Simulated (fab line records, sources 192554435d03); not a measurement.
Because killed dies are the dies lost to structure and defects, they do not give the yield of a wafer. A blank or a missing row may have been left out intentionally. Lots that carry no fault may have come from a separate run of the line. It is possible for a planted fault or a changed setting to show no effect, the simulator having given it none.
What tool caused it? / flow n5_finfet / 9 lots with 27 wafers sampled at 5 steps, on a route of 1938 steps

## WHAT EACH GAUGE READ, for each wafer
N5_DUMMY_GATE_OVL_MEAS_16. Usual: GATE_OVL typically reads 0.1 nm, with standard deviation 0.8.
lot=L770; measured=day 3 07:08; on=overlay-02; GATE_OVL (nm)=0.1 0.1 -0.8; flag=
lot=L771; measured=day 3 10:34; on=overlay-01; GATE_OVL (nm)=0.2 0.1 0.3; flag=
lot=L773; measured=day 3 21:28; on=overlay-01; GATE_OVL (nm)=-1.8 -1.5 -0.4; flag=
lot=L779; measured=day 5 11:01; on=overlay-02; GATE_OVL (nm)=0.2 0.2 -1.0; flag=
lot=L785; measured=day 7 00:26; on=overlay-01; GATE_OVL (nm)=0.6 0.9 0.9; flag=
lot=L787; measured=day 7 10:59; on=overlay-01; GATE_OVL (nm)=0.3 0.8 -0.1; flag=
lot=L790; measured=day 8 04:47; on=overlay-01; GATE_OVL (nm)=1.1 0.5 0.4; flag=
lot=L791; measured=day 8 10:00; on=overlay-02; GATE_OVL (nm)=0.0 0.9 -0.5; flag=
lot=L792; measured=day 8 15:24; on=overlay-02; GATE_OVL (nm)=-1.1 -1.2 -0.4; flag=

N5_BEOL_M4_RC_MEAS_101. Usual: DIBL_N 36.3 mV/V, standard deviation 1.2; DIBL_P 36.1 mV/V, standard deviation 1.6; IOFF_N 0.161 nA/um, standard deviation 0.023; IOFF_P 0.209 nA/um, standard deviation 0.027; ION_N 676 uA/um, standard deviation 8.9; ION_P 462 uA/um, standard deviation 5.3; SS_N 71.5 mV/dec, standard deviation 0.51; SS_P 73.2 mV/dec, standard deviation 0.5; VT_N 249.1 mV, standard deviation 2.5; VT_P -249.9 mV, standard deviation 2.8.
lot=L770; measured=day 8 08:17; on=prober-01; DIBL_N (mV/V)=36.1 35.8 37.7; DIBL_P (mV/V)=35.6 36.2 38.1; IOFF_N (nA/um)=0.155 0.145 0.185; IOFF_P (nA/um)=0.203 0.211 0.249; ION_N (uA/um)=683 671 689; ION_P (uA/um)=462 461 471; SS_N (mV/dec)=71.5 70.9 71.6; SS_P (mV/dec)=72.9 72.7 73.9; VT_N (mV)=248.2 248.5 246.0; VT_P (mV)=-249.9 -250.4 -247.5; flag=
lot=L771; measured=day 8 12:03; on=prober-01; DIBL_N (mV/V)=36.8 37.7 36.8; DIBL_P (mV/V)=35.5 35.8 34.7; IOFF_N (nA/um)=0.161 0.174 0.162; IOFF_P (nA/um)=0.221 0.220 0.213; ION_N (uA/um)=675 674 664; ION_P (uA/um)=463 466 460; SS_N (mV/dec)=71.3 71.2 71.5; SS_P (mV/dec)=73.0 73.1 73.5; VT_N (mV)=250.1 250.3 248.5; VT_P (mV)=-248.8 -249.0 -247.3; flag=
lot=L773; measured=day 8 17:25; on=prober-02; DIBL_N (mV/V)=35.5 34.8 36.0; DIBL_P (mV/V)=34.7 33.8 35.1; IOFF_N (nA/um)=0.126 0.121 0.137; IOFF_P (nA/um)=0.169 0.164 0.182; ION_N (uA/um)=658 664 672; ION_P (uA/um)=450 457 459; SS_N (mV/dec)=70.6 69.9 70.4; SS_P (mV/dec)=72.4 72.7 72.3; VT_N (mV)=250.9 252.8 252.8; VT_P (mV)=-255.3 -255.6 -254.5; flag=
lot=L779; measured=day 10 10:28; on=prober-01; DIBL_N (mV/V)=36.6 36.6 36.2; DIBL_P (mV/V)=36.6 37.1 36.4; IOFF_N (nA/um)=0.164 0.165 0.150; IOFF_P (nA/um)=0.206 0.209 0.196; ION_N (uA/um)=684 687 673; ION_P (uA/um)=463 465 457; SS_N (mV/dec)=71.7 71.4 70.7; SS_P (mV/dec)=72.9 73.7 73.0; VT_N (mV)=246.6 249.3 248.3; VT_P (mV)=-249.0 -247.0 -250.7; flag=
lot=L785; measured=day 11 16:43; on=prober-01; DIBL_N (mV/V)=38.5 38.1 38.1; DIBL_P (mV/V)=37.2 37.1 36.7; IOFF_N (nA/um)=0.175 0.188 0.179; IOFF_P (nA/um)=0.213 0.223 0.210; ION_N (uA/um)=679 676 674; ION_P (uA/um)=462 454 464; SS_N (mV/dec)=70.9 71.6 71.6; SS_P (mV/dec)=72.9 73.1 73.3; VT_N (mV)=248.6 248.3 246.3; VT_P (mV)=-248.7 -248.1 -252.6; flag=
lot=L787; measured=day 12 11:00; on=prober-02; DIBL_N (mV/V)=40.2 36.7 37.9; DIBL_P (mV/V)=39.2 34.8 36.1; IOFF_N (nA/um)=0.234 0.159 0.188; IOFF_P (nA/um)=0.282 0.206 0.235; ION_N (uA/um)=684 669 688; ION_P (uA/um)=467 455 474; SS_N (mV/dec)=73.1 71.6 71.8; SS_P (mV/dec)=74.4 73.2 73.5; VT_N (mV)=245.6 250.7 248.7; VT_P (mV)=-247.4 -250.7 -246.2; flag=
lot=L790; measured=day 12 20:45; on=prober-02; DIBL_N (mV/V)=34.3 35.8 36.0; DIBL_P (mV/V)=35.7 36.9 37.6; IOFF_N (nA/um)=0.117 0.135 0.138; IOFF_P (nA/um)=0.192 0.214 0.222; ION_N (uA/um)=663 666 673; ION_P (uA/um)=461 463 467; SS_N (mV/dec)=71.9 71.0 71.6; SS_P (mV/dec)=72.9 73.7 73.1; VT_N (mV)=254.1 254.6 254.9; VT_P (mV)=-252.3 -249.9 -250.0; flag=
lot=L791; measured=day 13 06:17; on=prober-01; DIBL_N (mV/V)=35.6 36.1 36.0; DIBL_P (mV/V)=36.5 37.8 37.2; IOFF_N (nA/um)=0.161 0.182 0.166; IOFF_P (nA/um)=0.215 0.238 0.222; ION_N (uA/um)=666 681 677; ION_P (uA/um)=461 461 462; SS_N (mV/dec)=71.9 71.8 72.7; SS_P (mV/dec)=73.0 73.9 73.7; VT_N (mV)=249.0 246.7 248.1; VT_P (mV)=-250.2 -247.1 -251.9; flag=
lot=L792; measured=day 13 22:22; on=prober-01; DIBL_N (mV/V)=37.1 36.0 35.0; DIBL_P (mV/V)=36.4 35.6 34.3; IOFF_N (nA/um)=0.166 0.143 0.132; IOFF_P (nA/um)=0.217 0.202 0.178; ION_N (uA/um)=679 674 662; ION_P (uA/um)=465 463 457; SS_N (mV/dec)=71.8 71.9 71.6; SS_P (mV/dec)=73.3 73.1 73.4; VT_N (mV)=250.1 250.6 251.1; VT_P (mV)=-246.2 -248.4 -248.6; flag=

## TOOL THAT RAN EACH LOT (tool first, then ch and the chambers of the sampled wafers, then the start)
lot=L770; N5_DUMMY_GATE_ETCH_36=rie_diel-03 ch 2,3, day 3 07:20; N5_DUMMY_GATE_ETCH_37=rie_diel-03 ch 2,3, day 3 07:22; N5_DUMMY_GATE_STRIP_48=rie_diel-02 ch 2,3, day 3 08:11
lot=L771; N5_DUMMY_GATE_ETCH_36=rie_diel-06 ch 0,1,3, day 3 10:45; N5_DUMMY_GATE_ETCH_37=rie_diel-06 ch 0,1,3, day 3 10:47; N5_DUMMY_GATE_STRIP_48=rie_diel-02 ch 0,2,3, day 3 11:43
lot=L773; N5_DUMMY_GATE_ETCH_36=rie_diel-06 ch 1,2, day 3 21:38; N5_DUMMY_GATE_ETCH_37=rie_diel-06 ch 1,2, day 3 21:41; N5_DUMMY_GATE_STRIP_48=rie_diel-02 ch 0,1,3, day 3 22:30
lot=L779; N5_DUMMY_GATE_ETCH_36=rie_diel-06 ch 3, day 5 11:16; N5_DUMMY_GATE_ETCH_37=rie_diel-06 ch 3, day 5 11:19; N5_DUMMY_GATE_STRIP_48=rie_diel-06 ch 2,3, day 5 12:18
lot=L785; N5_DUMMY_GATE_ETCH_36=rie_diel-06 ch 1,2,3, day 7 00:38; N5_DUMMY_GATE_ETCH_37=rie_diel-06 ch 1,2,3, day 7 00:40; N5_DUMMY_GATE_STRIP_48=rie_diel-03 ch 0,1, day 7 01:30
lot=L787; N5_DUMMY_GATE_ETCH_36=rie_diel-06 ch 0,1,2, day 7 11:13; N5_DUMMY_GATE_ETCH_37=rie_diel-06 ch 0,1,2, day 7 11:15; N5_DUMMY_GATE_STRIP_48=rie_diel-06 ch 1,2,3, day 7 12:04
lot=L790; N5_DUMMY_GATE_ETCH_36=rie_diel-03 ch 1,2, day 8 04:59; N5_DUMMY_GATE_ETCH_37=rie_diel-03 ch 1,2, day 8 05:01; N5_DUMMY_GATE_STRIP_48=rie_diel-06 ch 1,2,3, day 8 05:56
lot=L791; N5_DUMMY_GATE_ETCH_36=rie_diel-02 ch 0,2,3, day 8 10:13; N5_DUMMY_GATE_ETCH_37=rie_diel-02 ch 0,2,3, day 8 10:15; N5_DUMMY_GATE_STRIP_48=rie_diel-06 ch 0,1, day 8 11:08
lot=L792; N5_DUMMY_GATE_ETCH_36=rie_diel-02 ch 1,2,3, day 8 16:23; N5_DUMMY_GATE_ETCH_37=rie_diel-02 ch 1,2,3, day 8 16:26; N5_DUMMY_GATE_STRIP_48=rie_diel-03 ch 0,2, day 8 17:40
- N5_DUMMY_GATE_ETCH_36: etches SiARC in CF4, target depth 13 nm.
- N5_DUMMY_GATE_ETCH_37: etches SOC in N2/H2, target depth 60 nm, overetch 30 nm.
- N5_DUMMY_GATE_STRIP_48: strips in N2/H2, time 20 s.

## WHAT THE TOOLS THEMSELVES READ (means of the sampled wafers that have a number; where no wafer has one, the mark that the record gives instead)
N5_DUMMY_GATE_ETCH_36. Usual: drypump_motor_current_A 5.8 A, standard deviation 0.41; oes_product_au 0.80 a.u., standard deviation 0.1; rf_fwd_power_W 538.8 W, standard deviation 2.2; rf_vpp_V 184.4 V, standard deviation 1.2; showerhead_plenum_p_Torr 2.17 Torr, standard deviation 0.076; throttle_valve_pct 15.56 %, standard deviation 0.26.
lot=L770; tool=rie_diel-03; drypump_motor_current_A (A)=5.3; oes_product_au (a.u.)=0.73; rf_fwd_power_W (W)=538.6; rf_vpp_V (V)=182.4; showerhead_plenum_p_Torr (Torr)=2.11; throttle_valve_pct (%)=15.85; flag=
lot=L771; tool=rie_diel-06; drypump_motor_current_A (A)=6.0; oes_product_au (a.u.)=0.75; rf_fwd_power_W (W)=540.3; rf_vpp_V (V)=185.0; showerhead_plenum_p_Torr (Torr)=2.20; throttle_valve_pct (%)=15.56; flag=
lot=L773; tool=rie_diel-06; drypump_motor_current_A (A)=5.8; oes_product_au (a.u.)=0.78; rf_fwd_power_W (W)=538.4; rf_vpp_V (V)=184.6; showerhead_plenum_p_Torr (Torr)=2.20; throttle_valve_pct (%)=15.61; flag=
lot=L779; tool=rie_diel-06; drypump_motor_current_A (A)=5.8; oes_product_au (a.u.)=0.86; rf_fwd_power_W (W)=537.2; rf_vpp_V (V)=185.4; showerhead_plenum_p_Torr (Torr)=2.26; throttle_valve_pct (%)=15.28; flag=
lot=L785; tool=rie_diel-06; drypump_motor_current_A (A)=5.7; oes_product_au (a.u.)=0.90; rf_fwd_power_W (W)=536.7; rf_vpp_V (V)=184.8; showerhead_plenum_p_Torr (Torr)=2.21; throttle_valve_pct (%)=15.34; flag=
lot=L787; tool=rie_diel-06; drypump_motor_current_A (A)=5.8; oes_product_au (a.u.)=0.83; rf_fwd_power_W (W)=538.5; rf_vpp_V (V)=184.1; showerhead_plenum_p_Torr (Torr)=2.16; throttle_valve_pct (%)=15.50; flag=
lot=L790; tool=rie_diel-03; drypump_motor_current_A (A)=5.5; oes_product_au (a.u.)=0.75; rf_fwd_power_W (W)=540.1; rf_vpp_V (V)=184.7; showerhead_plenum_p_Torr (Torr)=2.11; throttle_valve_pct (%)=15.74; flag=
lot=L791; tool=rie_diel-02; drypump_motor_current_A (A)=6.0; oes_product_au (a.u.)=0.85; rf_fwd_power_W (W)=540.0; rf_vpp_V (V)=184.3; showerhead_plenum_p_Torr (Torr)=2.19; throttle_valve_pct (%)=15.54; flag=
lot=L792; tool=rie_diel-02; drypump_motor_current_A (A)=6.0; oes_product_au (a.u.)=0.82; rf_fwd_power_W (W)=539.9; rf_vpp_V (V)=184.5; showerhead_plenum_p_Torr (Torr)=2.19; throttle_valve_pct (%)=15.57; flag=

N5_DUMMY_GATE_ETCH_37. Usual: drypump_motor_current_A 5.8 A, standard deviation 0.41; oes_product_au 0.64 a.u., standard deviation 0.076; rf_fwd_power_W 830 W, standard deviation 3.5; rf_vpp_V 524.8 V, standard deviation 2.7; showerhead_plenum_p_Torr 2.58 Torr, standard deviation 0.094; temp_c 40.00 C, standard deviation 0.11; throttle_valve_pct 17.78 %, standard deviation 0.27.
lot=L770; tool=rie_diel-03; drypump_motor_current_A (A)=5.3; oes_product_au (a.u.)=0.59; rf_fwd_power_W (W)=830; rf_vpp_V (V)=522.7; showerhead_plenum_p_Torr (Torr)=2.50; temp_c (C)=39.96; throttle_valve_pct (%)=18.05; flag=
lot=L771; tool=rie_diel-06; drypump_motor_current_A (A)=6.0; oes_product_au (a.u.)=0.60; rf_fwd_power_W (W)=832; rf_vpp_V (V)=524.8; showerhead_plenum_p_Torr (Torr)=2.61; temp_c (C)=40.01; throttle_valve_pct (%)=17.76; flag=
lot=L773; tool=rie_diel-06; drypump_motor_current_A (A)=5.9; oes_product_au (a.u.)=0.61; rf_fwd_power_W (W)=828; rf_vpp_V (V)=525.7; showerhead_plenum_p_Torr (Torr)=2.60; temp_c (C)=40.01; throttle_valve_pct (%)=17.74; flag=
lot=L779; tool=rie_diel-06; drypump_motor_current_A (A)=5.8; oes_product_au (a.u.)=0.68; rf_fwd_power_W (W)=828; rf_vpp_V (V)=527.5; showerhead_plenum_p_Torr (Torr)=2.69; temp_c (C)=40.06; throttle_valve_pct (%)=17.61; flag=
lot=L785; tool=rie_diel-06; drypump_motor_current_A (A)=5.7; oes_product_au (a.u.)=0.70; rf_fwd_power_W (W)=898; rf_vpp_V (V)=514.2; showerhead_plenum_p_Torr (Torr)=2.62; temp_c (C)=40.15; throttle_valve_pct (%)=17.58; flag=OFF
lot=L787; tool=rie_diel-06; drypump_motor_current_A (A)=5.8; oes_product_au (a.u.)=0.65; rf_fwd_power_W (W)=897; rf_vpp_V (V)=513.3; showerhead_plenum_p_Torr (Torr)=2.56; temp_c (C)=40.01; throttle_valve_pct (%)=17.70; flag=OFF
lot=L790; tool=rie_diel-03; drypump_motor_current_A (A)=5.5; oes_product_au (a.u.)=0.60; rf_fwd_power_W (W)=827; rf_vpp_V (V)=522.6; showerhead_plenum_p_Torr (Torr)=2.52; temp_c (C)=39.94; throttle_valve_pct (%)=18.10; flag=
lot=L791; tool=rie_diel-02; drypump_motor_current_A (A)=6.0; oes_product_au (a.u.)=0.67; rf_fwd_power_W (W)=832; rf_vpp_V (V)=525.6; showerhead_plenum_p_Torr (Torr)=2.60; temp_c (C)=39.93; throttle_valve_pct (%)=17.74; flag=
lot=L792; tool=rie_diel-02; drypump_motor_current_A (A)=6.0; oes_product_au (a.u.)=0.64; rf_fwd_power_W (W)=833; rf_vpp_V (V)=525.1; showerhead_plenum_p_Torr (Torr)=2.59; temp_c (C)=39.86; throttle_valve_pct (%)=17.76; flag=

N5_DUMMY_GATE_STRIP_48. Usual: drypump_motor_current_A 5.9 A, standard deviation 0.43; oes_product_au 0.79 a.u., standard deviation 0.095; rf_vpp_V 45.3 V, standard deviation 0.89; showerhead_plenum_p_Torr 3.40 Torr, standard deviation 0.12; temp_c 39.99 C, standard deviation 0.11; throttle_valve_pct 12.2 %, standard deviation 0.3.
lot=L770; tool=rie_diel-02; drypump_motor_current_A (A)=5.8; oes_product_au (a.u.)=0.71; rf_vpp_V (V)=44.8; showerhead_plenum_p_Torr (Torr)=3.22; temp_c (C)=40.03; throttle_valve_pct (%)=12.4; flag=
lot=L771; tool=rie_diel-02; drypump_motor_current_A (A)=6.0; oes_product_au (a.u.)=0.78; rf_vpp_V (V)=44.7; showerhead_plenum_p_Torr (Torr)=3.34; temp_c (C)=39.96; throttle_valve_pct (%)=12.2; flag=
lot=L773; tool=rie_diel-02; drypump_motor_current_A (A)=6.0; oes_product_au (a.u.)=0.78; rf_vpp_V (V)=46.2; showerhead_plenum_p_Torr (Torr)=3.44; temp_c (C)=40.04; throttle_valve_pct (%)=12.0; flag=
lot=L779; tool=rie_diel-06; drypump_motor_current_A (A)=5.6; oes_product_au (a.u.)=0.88; rf_vpp_V (V)=46.1; showerhead_plenum_p_Torr (Torr)=3.52; temp_c (C)=39.87; throttle_valve_pct (%)=12.0; flag=
lot=L785; tool=rie_diel-03; drypump_motor_current_A (A)=6.4; oes_product_au (a.u.)=0.87; rf_vpp_V (V)=44.4; showerhead_plenum_p_Torr (Torr)=3.39; temp_c (C)=39.98; throttle_valve_pct (%)=12.2; flag=
lot=L787; tool=rie_diel-06; drypump_motor_current_A (A)=5.7; oes_product_au (a.u.)=0.88; rf_vpp_V (V)=45.3; showerhead_plenum_p_Torr (Torr)=3.47; temp_c (C)=39.98; throttle_valve_pct (%)=11.9; flag=
lot=L790; tool=rie_diel-06; drypump_motor_current_A (A)=5.7; oes_product_au (a.u.)=0.88; rf_vpp_V (V)=45.2; showerhead_plenum_p_Torr (Torr)=3.47; temp_c (C)=40.09; throttle_valve_pct (%)=11.9; flag=
lot=L791; tool=rie_diel-06; drypump_motor_current_A (A)=6.1; oes_product_au (a.u.)=0.84; rf_vpp_V (V)=45.4; showerhead_plenum_p_Torr (Torr)=3.39; temp_c (C)=39.98; throttle_valve_pct (%)=12.0; flag=
lot=L792; tool=rie_diel-03; drypump_motor_current_A (A)=6.2; oes_product_au (a.u.)=0.85; rf_vpp_V (V)=45.5; showerhead_plenum_p_Torr (Torr)=3.29; temp_c (C)=39.97; throttle_valve_pct (%)=12.1; flag=

## THE ANSWER, worked out from the rows above alone
Rule: lot off if the mean of its wafers having a number is beyond 3 standard deviations from the usual mean. A lot without any number at a reading at which 4 lots or more have one is off too. All remaining lots with rows at the step are treated as sound. First the gauges in route order, then the tools' own readings, where a lot's mean is used as printed above. At the first step where some lot is off, the reading lying furthest off is the one used; lots without a number count as furthest.
Off, at N5_DUMMY_GATE_ETCH_37 on rf_fwd_power_W: L785, L787.
A tool fits if, at that step or a process step before it, it ran every lot that is off, and no sound lot after the first of them. One candidate fits, namely rie_diel-06 at N5_DUMMY_GATE_ETCH_36 and N5_DUMMY_GATE_ETCH_37. At N5_DUMMY_GATE_ETCH_36 its last sound lot is L779 (day 5 11:16), its first lot that is off L785 (day 7 00:38): a fault that began between those two fits.

## WHAT THE SIMULATOR HAD PUT IN
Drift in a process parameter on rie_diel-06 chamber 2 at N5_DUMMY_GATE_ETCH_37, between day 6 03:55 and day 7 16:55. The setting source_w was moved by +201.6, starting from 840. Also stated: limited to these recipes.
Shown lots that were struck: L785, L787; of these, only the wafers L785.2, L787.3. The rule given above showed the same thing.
